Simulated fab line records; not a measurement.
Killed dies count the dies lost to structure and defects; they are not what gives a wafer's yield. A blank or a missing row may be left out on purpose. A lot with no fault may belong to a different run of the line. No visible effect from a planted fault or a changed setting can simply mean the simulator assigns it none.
Chamber matching    flow n5Finfet    4 sister chambers for N5_BEOL_M6_STRIP_36 on rieDiel-01
The step strips in N2/H2. 8 wafers are shown with their chamber, then 9 later ones without.

WAFERS PAIRED WITH THEIR CHAMBERS
wafer   chamber  showerheadPlenumPTorr (Torr)  drypumpMotorCurrentA (A)
L076.3  1        2.62                          5.9
L078.1  1        2.61                          5.9
L078.2  3        2.48                          5.7
L078.4  0        2.62                          6.0
L081.2  0        2.62                          6.0
L086.1  2        2.69                          5.6
L086.2  3        2.47                          5.7
L086.6  2        2.69                          5.5

WAFERS MISSING THEIR CHAMBER
wafer   showerheadPlenumPTorr (Torr)  drypumpMotorCurrentA (A)
L090.1  2.68                          5.6
L090.4  2.60                          5.9
L090.5  2.47                          5.7
L091.2  2.47                          5.7
L091.3  2.60                          5.9
L091.5  2.68                          5.5
L096.1  2.60                          6.0
L096.2  2.46                          5.7
L096.4  2.60                          6.0

CHAMBER TAKEN BY EACH
wafer   from the rows above      in truth
L090.1  2                        2
L090.4  can't be placed: 1 or 0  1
L090.5  3                        3
L091.2  3                        3
L091.3  can't be placed: 1 or 0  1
L091.5  2                        2
L096.1  can't be placed: 0 or 1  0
L096.2  3                        3
L096.4  can't be placed: 0 or 1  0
Correctly placed: 5 of 9. Can't be placed from these rows: 4 (the true chamber is among the candidates in 4). 0 placed wrongly.
How it was worked out, from the rows above alone: a wafer's distance from a chamber is the root of the sum, over the readings, of the square of ((its reading less the chamber's mean) divided by the reading's scatter). The wafer belongs to the nearest chamber; if the next one is less than 2 further off, it can't be placed. Each chamber's mean is taken over the wafers shown for it. The scatter: take each reading less its chamber's mean, square it, sum over the shown wafers, divide by the number of wafers less the number of chambers, and take the root.
